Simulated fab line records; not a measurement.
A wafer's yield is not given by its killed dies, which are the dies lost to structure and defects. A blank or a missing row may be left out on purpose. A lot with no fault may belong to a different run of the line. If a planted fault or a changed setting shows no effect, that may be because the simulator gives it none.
Comparing a struck lot with a sound one / flow n5_finfet / 38 steps out of a route of 1938
Sound: these wafers, L343.2, L343.5, L343.6. Struck: wafers L352.2, L352.3. (L352.5 of the same lot was not struck and is left out.) The cause comes at the end.
Order at every step that has rows: each side's tool, ch and its chambers, its first start. Under that, the readings that differ: sound wafers / struck wafers / difference of the means / sigmas: that difference in standard deviations of wafers without a fault.
alike: same words and numbers on both sides, and readings whose means sit less than 2 such deviations apart. not compared: any withheld reading, any reading some wafer has no value for, any bound like >300 that may hide the same value, and any number with overlapping values for which the record gives no deviation.
Wherever a step has rows on one side only, a row that says differs or no value, or a row with sigmas, the two part there. Non-overlapping numbers with no deviation appear without sigmas and do not part them. A reading that every wafer of one side lacks parts them only if that side has two wafers or more.

first, 9 steps without rows for these wafers: N5_BEOL_M4_ANNEAL_95 (time 240 s); N5_BEOL_M4_SPUTTER_96 (material Cu, target thk 4.5 nm, time 8.29 s); N5_BEOL_M4_ECD_50 (material Cu, target thk 300 nm); N5_BEOL_M4_ANNEAL_51 (time 90 s); N5_BEOL_M4_CMP_52 (polishes, stops on SiOC, t overpolish 6.8 s, target thk 40 nm); N5_BEOL_M4_PRE_CLEAN_60 (time 15 s); N5_BEOL_M4_CO_CAP_55 (material Co, precursor CCTBA/H2, target thk 2 nm, time 102.1 s); N5_BEOL_M4_PRE_CLEAN_56 (time 15 s); N5_BEOL_M4_DEP_57 (deposits SiCN from 3MS/NH3, target thk 8 nm, time 14 s).
N5_BEOL_M4_RC_MEAS_101:
  sound on prober-02 ch 0, day 11 17:29; struck on prober-01 ch 0, day 14 13:50
  alike: DIBL_N, DIBL_P, IOFF_N, IOFF_P, ION_N, ION_P, SS_N, SS_P, VT_N, VT_P
then, 24 steps without rows for these wafers: N5_BEOL_M5_ILD_DEP_00 (deposits SiCOH lowk from DEMS/porogen, target thk 140.64 nm, time 25.9 s); N5_BEOL_M5_CURE_79 (cures SiCOH lowk, time 240 s); N5_BEOL_M5_PECVD_70 (deposits SiO2 from TEOS/O2, target thk 16 nm, time 18 s); N5_BEOL_M5_HM_DEP_02 (deposits TiN, target thk 20 nm); N5_BEOL_M5_COAT_59 (time 60 s, resist thk 60 nm); N5_BEOL_M5_COAT_60 (time 60 s, resist thk 12 nm); N5_BEOL_M5_COAT_71 (time 60 s, resist thk 5 nm); N5_BEOL_M5_COAT_05 (resist thk 30 nm); N5_BEOL_M5_EBR_07; N5_BEOL_M5_SOFTBAKE_06 (time 60 s); N5_BEOL_M5_EXPOSE_08 (exposes mask M5, target cd 28 nm); N5_BEOL_M5_PEB_09 (peb time 60 s); N5_BEOL_M5_DEVELOP_10 (develop time 30 s); N5_BEOL_M5_DESCUM_16 (chemistry O2, time 7 s); N5_BEOL_M5_ETCH_72 (etches underlayer in N2/H2, target depth 6.5 nm, time 5.2 s); N5_BEOL_M5_ETCH_61 (etches SiARC in CF4, target depth 15.6 nm, time 26 s); N5_BEOL_M5_ETCH_62 (etches SOC in N2/H2, target depth 75 nm, overetch 15 nm, time 112.5 s); N5_BEOL_M5_STRIP_63 (strips in N2/H2); N5_BEOL_M5_STRIP_73 (strips in N2/H2); N5_BEOL_M5_STRIP_64 (strips in CF4); N5_BEOL_M5_HM_OPEN_17 (chemistry Cl2/BCl3, target TiN, target depth 20 nm, overetch 6 nm); N5_BEOL_M5_STRIP_19 (strips in O2); N5_BEOL_M5_COAT_65 (time 60 s, resist thk 60 nm); N5_BEOL_M5_COAT_66 (time 60 s, resist thk 12 nm).
N5_BEOL_M5_CMP_52: polishes, stops on SiCOH lowk, t overpolish 6.9 s, target thk 62 nm.
  sound on cmp-02 ch 0,3, day 12 07:10; struck on cmp-02 ch 0,2, day 15 09:37
reading=barrier_field_endpoint_s (s); sound=24.5 25.6 25.7; struck=41.4 41.4; difference=+16.1; sigmas=+26
reading=overpolish_run_s (s); sound=6.899 6.910 6.895; struck=0.044 0.043; difference=-6.858; sigmas=-99 or more
reading=time_to_endpoint_s (s); sound=65 63 67; struck=80 81; difference=+16; sigmas=+5
  alike: motor_current_A
N5_BEOL_M5_THK_MEAS_53: measures by xrf.
  sound: film_metro-02 at day 12 07:27; struck: film_metro-02 at day 15 09:52
reading=M5_THK (nm); sound=63.3 63.2 63.7; struck=183.5 186.2; difference=+121.4; sigmas=+76
N5_BEOL_M5_INSPECT_58: inspects for defects (darkfield).
  sound: defect_inspect-02 at day 12 07:44; struck: defect_inspect-02 at day 15 10:10
reading=raw_defect_count; sound=134 50 104; struck=1998 2016; difference=+1911; sigmas=+76
-- the record jumps here: 4 days lie between the struck wafers' starts before and after (it left off in module BEOL_M5 and takes up again in module PASSIVATION, whose first step shown is number 1936 of the route) --
N5_PASSIVATION_PROBE_49:
  sound: prober-01 at day 16 00:57; struck: prober-02 at day 19 07:53
reading=defect_limited_yield (%); sound=92.4 90.8 90.6; struck=0 0; difference=-91; sigmas=-70
reading=killed_at_M4_up; sound=20 13 17; struck=1071 1084; difference=+1061; sigmas=+99 or more
reading=killed_at_front_end; sound=29 39 35; struck=72 51; difference=+27; sigmas=+2
reading=killed_at_other; sound=8 7 20; struck=5 1; difference=-9; sigmas=-3
reading=killed_dies; sound=90 108 111; struck=1180 1180; difference=+1077; sigmas=+72
reading=killed_on_rim; sound=10 7 15; struck=152 152; difference=+141; sigmas=+38
reading=sort_n_pass; sound=1090 1072 1069; struck=0 0; difference=-1077; sigmas=-72
reading=sort_yield_pct (%); sound=92.4 90.8 90.6; struck=0 0; difference=-91; sigmas=-70
  alike: killed_at_M0_to_M3, killed_at_contacts, killed_open, killed_short, sort_bin_5_function, sort_bin_6_memory

== WHERE THEY PART ==
At N5_BEOL_M5_CMP_52 first; at N5_PASSIVATION_PROBE_49 last (within this record only).

WHY: what the simulator had put in
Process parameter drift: cmp-02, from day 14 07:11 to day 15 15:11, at N5_BEOL_M5_CMP_52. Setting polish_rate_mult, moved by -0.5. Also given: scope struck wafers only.
